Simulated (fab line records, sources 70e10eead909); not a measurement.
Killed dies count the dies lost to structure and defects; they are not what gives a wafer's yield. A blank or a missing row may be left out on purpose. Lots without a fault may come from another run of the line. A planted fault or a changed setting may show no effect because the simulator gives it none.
2 desks, one fault	flow nand-harc	each desk holds nothing but its own numbers, with what lay behind them at the end

== THE DEFECT DESK ==
What the inspections along the route counted, lot by lot: means of the sampled wafers that have a number. The brackets show how far a lot's mean lies from the usual mean; more than 4 standard deviations puts the lot out of limits, marked OUT.
Columns: A = raw-defect-count at NHARC_A_ZERO_WELL_INSPECT_17, usual 11
lot	first seen here	A
L753	day 7 02:02	9
L754	day 7 03:37	19
L755	day 7 13:44	9
L758	day 8 17:38	10
L761	day 10 03:07	5
L762	day 10 21:11	7
L768	day 13 00:16	5
L770	day 14 05:20	8
L771	day 14 17:13	5
L772	day 14 23:22	14
L773	day 15 03:17	13
L775	day 15 15:27	10
L774	day 15 16:23	11
L776	day 16 08:39	14
This desk's finding: nothing out of limits on any of the 14 lots.

== METROLOGY DESK ==
Lot by lot, what the gauges showed, no matter which tool ran the lot: averages of those sampled wafers that carry a number. The brackets show how far a lot's mean lies from the usual mean; more than 4 standard deviations puts the lot out of limits, marked OUT.
Columns: A = thk-nm at NHARC_A_SOURCE_PLATE_THK_MEAS_09, usual 9.8 nm; B = thk-nm at NHARC_A_ONON_D1_THK_MEAS_05, usual 1001 nm
lot	first seen here	A	B
L753	day 7 09:59	9.5	1020
L754	day 7 09:59	9.3	1015
L755	day 7 21:06	11.3	978
L758	day 9 00:26	9.5	1004
L761	day 10 09:57	9.8	1399 (+36) OUT
L762	day 11 02:56	9.5	1404 (+37) OUT
L768	day 13 07:05	9.7	1002
L770	day 14 12:11	9.1	981
L771	day 15 00:24	11.0	1000
L772	day 15 06:11	9.6	997
L773	day 15 10:55	9.9	999
L774	day 15 22:16	9.2	991
L775	day 15 22:16	10.7	1000
L776	day 16 15:57	10.6	997
Finding of this desk: L761, L762 out of limits; the first was L761 at day 10 23:52, on thk-nm at NHARC_A_ONON_D1_THK_MEAS_05. L753, L754, L755, L758, L768, L770, L771, L772, L773, L774, L775, L776 stayed within limits.

== PUT TOGETHER ==
Metrology desk: alarm possible at day 10 23:52 on L761, L762.
No out-of-limits result turned up at the defect desk.
The defect desk has L761, L762 on record, within its limits.
On pecvd-onon-01, each named lot ran NHARC_A_ONON_D1_DEP_03.

== WHAT WAS PUT IN BY THE SIMULATOR ==
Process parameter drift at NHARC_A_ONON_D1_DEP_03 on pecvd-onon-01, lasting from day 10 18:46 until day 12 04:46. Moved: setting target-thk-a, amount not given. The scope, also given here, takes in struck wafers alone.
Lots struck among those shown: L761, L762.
Delay in hours, fault start to first out-of-limits reading, per desk: metrology desk 5.
